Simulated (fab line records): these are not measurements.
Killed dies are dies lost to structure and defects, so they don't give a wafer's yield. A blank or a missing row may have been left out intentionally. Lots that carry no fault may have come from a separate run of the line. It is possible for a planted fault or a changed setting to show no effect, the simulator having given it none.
Comparing a struck lot with a sound one || flow n5 finfet || 37 out of 1938 route steps
Sound: these wafers, L575.1, L575.3, L575.4. Struck: wafers L561.2, L561.6. (L561.4 of the same lot was not struck and is left out.) The cause comes at the end.
Per side, at each step with rows, come the tool, then ch with its chambers, and then its first start. Under that, the readings that differ: sound wafers || struck wafers || difference of the means || sigmas: that difference in standard deviations of wafers without a fault.
alike: same words and numbers on both sides, and readings whose means sit less than 2 such deviations apart. not compared: any withheld reading, any reading some wafer has no value for, any bound like >300 that may hide the same value, and any number with overlapping values for which the record gives no deviation.
Wherever a step has rows on one side only, a row that says differs or no value, or a row with sigmas, the two part there. Non-overlapping numbers with no deviation appear without sigmas and do not part them. A reading missing from all wafers of one side parts the sides only when that side holds two or more wafers.

first, 8 steps without rows for these wafers: N5_BEOL_M2_ANNEAL_51 (time 90 s); N5_BEOL_M2_CMP_52 (polishes, stops on SiOC, t overpolish 6.8 s, target thk 40 nm); N5_BEOL_M2_PRE_CLEAN_60 (time 15 s); N5_BEOL_M2_CO_CAP_55 (material Co, precursor CCTBA/H2, target thk 2 nm, time 102.1 s); N5_BEOL_M2_PRE_CLEAN_56 (time 15 s); N5_BEOL_M2_DEP_57 (deposits SiCN from 3MS/NH3, target thk 8 nm, time 14 s); N5_BEOL_M3_ILD_DEP_00 (deposits SiOC from DEMS/O2, target thk 79 nm, time 15.3 s); N5_BEOL_M3_PECVD_72 (deposits SiO2 from TEOS/O2, target thk 16 nm, time 18 s).
N5_BEOL_M3_HM_DEP_02: deposits TiN, target thk 20 nm.
  sound on pvd sputter-02 at day 10 21:14; struck on pvd sputter-01 at day 7 13:08
{"reading": "model.TiN_of_BEOL_M3_HM_DEP_02.thk nm (nm)", "sound": "20.2 20.4 20", "struck": "15.4 15.6", "difference": -4.7, "sigmas": ""}
  alike: throttle valve pct
then, 16 steps without rows for these wafers: N5_BEOL_M3_COAT_61 (time 60 s, resist thk 60 nm); N5_BEOL_M3_COAT_62 (time 60 s, resist thk 12 nm); N5_BEOL_M3_COAT_73 (time 60 s, resist thk 5 nm); N5_BEOL_M3_COAT_05 (resist thk 30 nm); N5_BEOL_M3_EBR_07; N5_BEOL_M3_SOFTBAKE_06 (time 60 s); N5_BEOL_M3_EXPOSE_08 (exposes mask M3); N5_BEOL_M3_PEB_09 (peb time 60 s); N5_BEOL_M3_DEVELOP_10 (develop time 30 s); N5_BEOL_M3_DESCUM_16 (chemistry O2, time 7 s); N5_BEOL_M3_ETCH_74 (etches underlayer in N2/H2, target depth 6.5 nm, time 5.2 s); N5_BEOL_M3_ETCH_63 (etches SiARC in CF4, target depth 15.6 nm, time 26 s); N5_BEOL_M3_ETCH_64 (etches SOC in N2/H2, target depth 75 nm, overetch 15 nm, time 112.5 s); N5_BEOL_M3_STRIP_65 (strips in N2/H2); N5_BEOL_M3_STRIP_75 (strips in N2/H2); N5_BEOL_M3_STRIP_66 (strips in CF4).
N5_BEOL_M3_HM_OPEN_17: chemistry Cl2/BCl3, target TiN, target depth 20 nm, overetch 6 nm.
  sound on rie metal-02 ch 0,1, day 10 22:07; struck on rie metal-03 ch 0, day 7 14:01
{"reading": "model.etch.depth nm (nm)", "sound": "20.15 20.31 20.09", "struck": "15.35 15.62", "difference": -4.70, "sigmas": ""}
  alike: drypump motor current A, mfc cl2 sccm, oes product au, throttle valve pct
  not compared: rf hours counter h
then, 8 steps without rows for these wafers: N5_BEOL_M3_STRIP_19 (strips in O2); N5_BEOL_M3_COAT_67 (time 60 s, resist thk 60 nm); N5_BEOL_M3_COAT_68 (time 60 s, resist thk 12 nm); N5_BEOL_M3_COAT_76 (time 60 s, resist thk 5 nm); N5_BEOL_M3_COAT_22 (resist thk 30 nm); N5_BEOL_M3_EBR_24; N5_BEOL_M3_SOFTBAKE_23 (time 60 s); N5_BEOL_M3_EXPOSE_25 (exposes mask V2, defocus 5 nm).
N5_BEOL_M3_TRENCH_ETCH_37: etches SiOC in C4F6/O2, target depth 55.555 nm, time 29.2 s.
  sound on rie diel-03 ch 0,1,3; struck on rie diel-05 ch 1
{"reading": "model.TiN_of_BEOL_M3_HM_DEP_02.thk nm (nm)", "sound": "17.8 18 17.8", "struck": "13 13.4", "difference": -5, "sigmas": ""}
  alike: drypump motor current A, oes product au, rf vpp V, showerhead plenum p Torr, throttle valve pct
  not compared: rf hours counter h
N5_BEOL_M4_RC_MEAS_101:
  sound on prober-01 ch 0, day 11 22:49; struck on prober-01 ch 0, day 8 13:38
  alike: DIBL_N, DIBL_P, IOFF_N, IOFF_P, ION_N, ION_P, SS_N, SS_P, VT_N, VT_P
-- record jumps: 4 days separate the struck wafers' starts on either side; left off in module BEOL_M4, taken up again in module PASSIVATION, whose first shown step is the route's number 1936 --
N5_PASSIVATION_PROBE_49:
  sound on prober-02 at day 16 08:13; struck on prober-01 at day 12 23:05
{"reading": "defect limited yield (%)", "sound": "91.4 90.1 91.4", "struck": "85.3 89.2", "difference": -3.7, "sigmas": -2}
{"reading": "killed at contacts", "sound": "11 11 9", "struck": "28 23", "difference": "+15", "sigmas": "+2"}
{"reading": "killed dies", "sound": "101 117 101", "struck": "174 128", "difference": "+45", "sigmas": "+3"}
{"reading": "killed open", "sound": "68 71 69", "struck": "106 86", "difference": "+27", "sigmas": "+2"}
{"reading": "killed short", "sound": "29 46 32", "struck": "66 42", "difference": "+18", "sigmas": "+2"}
{"reading": "sort_bin_5_function (%)", "sound": "5.2 6.0 5.3", "struck": "8.1 6.9", "difference": "+2.0", "sigmas": "+2"}
{"reading": "sort_bin_6_memory (%)", "sound": "3.0 3.6 3.1", "struck": "5.8 3.7", "difference": "+1.5", "sigmas": "+2"}
{"reading": "sort n pass", "sound": "1079 1063 1079", "struck": "1006 1052", "difference": -45, "sigmas": -3}
{"reading": "sort yield pct (%)", "sound": "91.4 90.1 91.4", "struck": "85.3 89.2", "difference": -3.7, "sigmas": -2}
  alike: killed_at_M0_to_M3, killed_at_M4_up, killed at front end, killed at other, sort_bin_8_speed

== WHERE THEY PART ==
Only at N5_PASSIVATION_PROBE_49, as far as this record shows.

WHY: what had been put in by the simulator
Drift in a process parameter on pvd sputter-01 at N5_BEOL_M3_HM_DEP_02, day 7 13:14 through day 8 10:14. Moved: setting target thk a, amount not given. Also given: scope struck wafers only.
